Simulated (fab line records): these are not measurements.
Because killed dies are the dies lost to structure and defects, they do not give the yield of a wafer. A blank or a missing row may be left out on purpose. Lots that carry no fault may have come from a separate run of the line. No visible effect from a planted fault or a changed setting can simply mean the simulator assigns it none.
Matching of chambers || flow n5_finfet || 4 sister chambers for N5_ILD0_CMP_03 on cmp-01
The step polishes, stops on SiNx, t overpolish 1.9 s, target thk 197.38 nm. 4 wafers are shown with their chamber, then 7 later ones without.

== WAFERS, EACH WITH ITS CHAMBER ==
{"wafer": "L082.1", "chamber": 3, "motor_current_A (A)": 13.8}
{"wafer": "L085.1", "chamber": 1, "motor_current_A (A)": 10.9}
{"wafer": "L085.2", "chamber": 2, "motor_current_A (A)": 13.3}
{"wafer": "L085.3", "chamber": 0, "motor_current_A (A)": 10.6}

== WAFERS MISSING THEIR CHAMBER ==
{"wafer": "L087.2", "motor_current_A (A)": 9.9}
{"wafer": "L087.3", "motor_current_A (A)": 13.9}
{"wafer": "L087.4", "motor_current_A (A)": 13.1}
{"wafer": "L091.1", "motor_current_A (A)": 14.0}
{"wafer": "L094.2", "motor_current_A (A)": 13.6}
{"wafer": "L094.3", "motor_current_A (A)": 13.6}
{"wafer": "L097.2", "motor_current_A (A)": 10.7}

== THE CHAMBER EACH PASSED THROUGH ==
{"wafer": "L087.2", "from the rows above": "can't be placed: 0 or 1", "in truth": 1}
{"wafer": "L087.3", "from the rows above": "can't be placed: 3 or 2", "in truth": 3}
{"wafer": "L087.4", "from the rows above": "can't be placed: 2 or 3", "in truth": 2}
{"wafer": "L091.1", "from the rows above": "can't be placed: 3 or 2", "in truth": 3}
{"wafer": "L094.2", "from the rows above": "can't be placed: 3 or 2", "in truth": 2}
{"wafer": "L094.3", "from the rows above": "can't be placed: 3 or 2", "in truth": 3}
{"wafer": "L097.2", "from the rows above": "can't be placed: 0 or 1", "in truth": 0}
0 of 7 placed correctly. From these rows, 7 cannot be placed; in 7 the true chamber is one of the candidates. Placed wrongly: 0.
How it was worked out, from the rows above alone: a wafer's distance from a chamber is the root of the sum, over the readings, of the square of ((its reading less the chamber's mean) divided by the reading's scatter). The wafer belongs to the nearest chamber; if the next one is less than 2 further off, it can't be placed. Each chamber's mean is taken over the wafers shown for it. The scatter (one wafer shown for each chamber): square how far every hidden wafer sits from the nearest shown wafer, average those squares and take the square root.
